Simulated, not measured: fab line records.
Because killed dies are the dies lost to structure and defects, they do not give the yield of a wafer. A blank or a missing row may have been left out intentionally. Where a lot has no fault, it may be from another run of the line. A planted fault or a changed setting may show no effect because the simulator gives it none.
Matching of chambers -- flow n5 finfet -- N5_BEOL_M0_SAQP_ILD_DEP_01 on pecvd-03: 3 sister chambers
The step deposits SiOC from DEMS/O2, target thk 45.419 nm, time 8.7 s. 3 wafers are shown with their chamber, then 9 later ones without.

## WAFERS PAIRED WITH THEIR CHAMBERS
wafer,chamber,throttle valve pct (%)
L648.3,2,11.1
L652.1,0,12.4
L652.5,1,11.9

## WAFERS WITH NO CHAMBER GIVEN
wafer,throttle valve pct (%)
L653.1,11.8
L653.2,11.2
L653.3,12.8
L654.2,11.2
L654.4,12.5
L654.6,11.0
L656.1,11.1
L656.5,11.2
L656.6,12.7

## THE CHAMBER EACH PASSED THROUGH
wafer,from the rows above,in truth
L653.1,1,1
L653.2,2,2
L653.3,0,0
L654.2,2,2
L654.4,0,0
L654.6,2,2
L656.1,2,2
L656.5,2,2
L656.6,0,0
Placed correctly: 9 of 9. From these rows, 0 cannot be placed. Wrongly placed: 0.
How it was worked out, from the rows above alone: a wafer's distance from a chamber is the root of the sum, over the readings, of the square of ((its reading less the chamber's mean) divided by the reading's scatter). If the next closest chamber is less than 2 further off than the closest, the wafer can't be placed; otherwise it belongs to the closest. The mean given for a chamber averages the wafers shown for that chamber. The scatter (one wafer shown for each chamber): square how far every hidden wafer sits from the nearest shown wafer, average those squares and take the square root.
